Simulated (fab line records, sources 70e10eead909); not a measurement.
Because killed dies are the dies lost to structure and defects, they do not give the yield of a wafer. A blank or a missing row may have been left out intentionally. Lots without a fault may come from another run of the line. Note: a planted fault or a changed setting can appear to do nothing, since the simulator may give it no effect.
Struck lot and sound lot, side by side | flow nand harc | 13 steps out of a route of 1302
Sound: the wafers L630.1, L630.4, L630.6. The struck wafers were L622.1, L622.5, L622.6. The cause comes at the end.
At each step with rows: each side's tool, then ch and its chambers, then its first start. Under that, the readings that differ: sound wafers | struck wafers | difference of the means | sigmas: that difference in standard deviations of wafers without a fault.
alike: readings whose means differ by less than 2 such deviations, and words and numbers that are the same on both sides. not compared: withheld readings, readings that some wafer has no value for, bounds like >300 that may hide the same value, and numbers for which the record gives no deviation and whose values overlap.
The two part at a step that has a row with sigmas, a row that says differs or no value, or rows on one side only. When numbers do not overlap yet have no deviation, they are printed without sigmas and do not part them. Lack of a reading on every wafer of one side parts them only where that side has two or more wafers.

NHARC_P_CONTACT_DEP_30: deposits SiNx, target thk 30 nm.
  sound on pecvd-04 ch 1,2, day 14 14:08; struck on pecvd-04 ch 0,1,2, day 10 23:46
  alike: heater power w
  not compared: since wet clean h
NHARC_P_CONTACT_DEP_00: deposits SiO2, target thk 500 nm.
  sound on pecvd-04 ch 1,2; struck on pecvd-04 ch 0,1,2
  reading                | sound          | struck         | difference | sigmas
  throttle valve pct (%) | 15.4 15.1 16.2 | 15.9 16.8 17.3 | +1.1       | +2
  alike: heater power w
  not compared: since wet clean h
NHARC_P_CONTACT_CMP_01: polishes SiO2, target thk 200 nm.
  sound on cmp-02 ch 1,2,3, day 14 14:52; struck on cmp-04 ch 0,1,3, day 11 00:29
  alike: motor current A
then, 8 steps without rows for these wafers: NHARC_P_CONTACT_SRD_03; NHARC_P_CONTACT_DEHYDRATE_04 (time 120 s); NHARC_P_CONTACT_HMDS_05 (time 30 s); NHARC_P_CONTACT_COAT_33 (time 75 s); NHARC_P_CONTACT_COAT_34 (time 65 s); NHARC_P_CONTACT_COAT_06 (resist thk 90 nm); NHARC_P_CONTACT_SOFTBAKE_07 (time 55 s); NHARC_P_CONTACT_EBR_08.
NHARC_P_CONTACT_EXPOSE_09: exposes mask P CA, target cd 90 nm.
  sound on arfi scanner-01 ch 0, day 14 15:32; struck on arfi scanner-03, day 11 01:09
  no value came back on the struck wafers for exposure dose mJ cm2, focus offset nm (nm); on the sound wafers exposure dose mJ cm2 reads 81.2 81.3 81.3
  alike: mask
then, 1 step without rows for these wafers: NHARC_P_CONTACT_PEB_10 (peb time 65 s).

== WHERE THEY PART ==
Last at NHARC_P_CONTACT_EXPOSE_09 as far as this record goes, first at NHARC_P_CONTACT_DEP_00.

WHY: what had been put in by the simulator
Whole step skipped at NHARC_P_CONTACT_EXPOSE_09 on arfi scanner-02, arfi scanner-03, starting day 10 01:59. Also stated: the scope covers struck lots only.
